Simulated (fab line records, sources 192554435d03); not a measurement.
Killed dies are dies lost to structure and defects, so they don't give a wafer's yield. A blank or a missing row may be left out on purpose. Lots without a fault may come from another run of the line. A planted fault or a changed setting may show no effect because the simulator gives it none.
Chamber matching | flow n5_finfet | N5_BEOL_M1_STRIP_66 on rie_diel-05: 4 sister chambers
The step strips in CF4. 8 wafers are shown with their chamber, then 8 later ones without.

WAFERS WITH THEIR CHAMBER
wafer  | chamber | drypump_motor_current_A (A) | oes_product_au (a.u.)
L074.5 | 1       | 6.3                         | 0.69
L078.4 | 0       | 6.1                         | 0.84
L083.1 | 1       | 6.3                         | 0.69
L083.2 | 2       | 5.3                         | 0.72
L083.3 | 0       | 6.0                         | 0.82
L084.5 | 3       | 6.1                         | 0.78
L084.6 | 2       | 5.3                         | 0.72
L088.1 | 3       | 6.1                         | 0.77

WAFERS WITHOUT THEIR CHAMBER
wafer  | drypump_motor_current_A (A) | oes_product_au (a.u.)
L088.2 | 6.1                         | 0.82
L088.4 | 6.3                         | 0.68
L089.2 | 6.0                         | 0.81
L089.3 | 5.3                         | 0.71
L089.5 | 6.1                         | 0.77
L096.1 | 6.1                         | 0.80
L096.2 | 5.3                         | 0.70
L096.6 | 6.1                         | 0.76

WHICH CHAMBER EACH WENT THROUGH
wafer  | from the rows above     | in truth
L088.2 | 0                       | 0
L088.4 | 1                       | 1
L089.2 | 0                       | 0
L089.3 | 2                       | 2
L089.5 | 3                       | 3
L096.1 | can't be placed: 3 or 0 | 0
L096.2 | 2                       | 2
L096.6 | 3                       | 3
Placed correctly: 7 of 8. Can't be placed from these rows: 1 (the true chamber is among the candidates in 1). Placed wrongly: 0.
How it was worked out, from the rows above alone: a wafer's distance from a chamber is the root of the sum, over the readings, of the square of ((its reading less the chamber's mean) divided by the reading's scatter). The wafer belongs to the nearest chamber; if the next one is less than 2 further off, it can't be placed. A chamber's mean is the mean of its shown wafers. The scatter: the root of (the sum of the squares of (reading less its chamber's mean) over the shown wafers, divided by (wafers less chambers)).
